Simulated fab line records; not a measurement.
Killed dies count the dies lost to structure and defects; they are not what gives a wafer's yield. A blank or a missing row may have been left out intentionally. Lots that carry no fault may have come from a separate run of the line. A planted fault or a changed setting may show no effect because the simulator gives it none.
Matching of chambers ; flow nand harc ; 3 sister chambers for NHARC_A_STAIRCASE_DEP_259 on pecvd-04
The step deposits SiON, target thk 30 nm. 18 wafers are shown with their chamber, then 9 later ones without.

## EACH WAFER AND ITS CHAMBER
wafer;chamber;heater power w (W)
L079.1;2;649
L079.4;1;704
L079.5;0;792
L080.2;2;676
L080.5;0;750
L080.6;1;653
L081.2;2;692
L081.4;1;676
L081.6;2;691
L082.1;0;794
L082.2;1;699
L082.6;0;765
L086.2;2;711
L086.3;1;610
L086.5;1;600
L088.1;1;644
L088.3;2;707
L088.6;0;823

SIGNATURES (means of the wafers above)
reading;chamber 0;chamber 1;chamber 2;scatter within a chamber
heater power w;784.80;655.14;687.67;32.4
Rule: for each reading, subtract the chamber's mean from the wafer's reading, divide by that reading's scatter and square the result; add these up over the readings and take the root, which gives the wafer's distance from the chamber. If the next closest chamber is less than 2 further off than the closest, the wafer can't be placed; otherwise it belongs to the closest. The scatter is the square root of a quotient: the sum, over the shown wafers, of each reading's squared deviation from its chamber's mean, divided by wafers minus chambers.

## WAFERS WITHOUT THEIR CHAMBER
wafer;heater power w (W)
L093.1;700
L093.3;840
L093.5;860
L092.3;656
L092.5;648
L092.6;652
L096.2;650
L096.4;671
L096.5;668

## THE CHAMBER EACH PASSED THROUGH
wafer;from the rows above;in truth
L093.1;can't be placed: 2 or 1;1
L093.3;0;0
L093.5;0;0
L092.3;can't be placed: 1 or 2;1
L092.5;can't be placed: 1 or 2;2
L092.6;can't be placed: 1 or 2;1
L096.2;can't be placed: 1 or 2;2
L096.4;can't be placed: 1 or 2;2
L096.5;can't be placed: 1 or 2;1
Correct placement for 2 of the 9. Can't be placed from these rows: 7 (the true chamber is among the candidates in 7). Wrongly placed: 0.
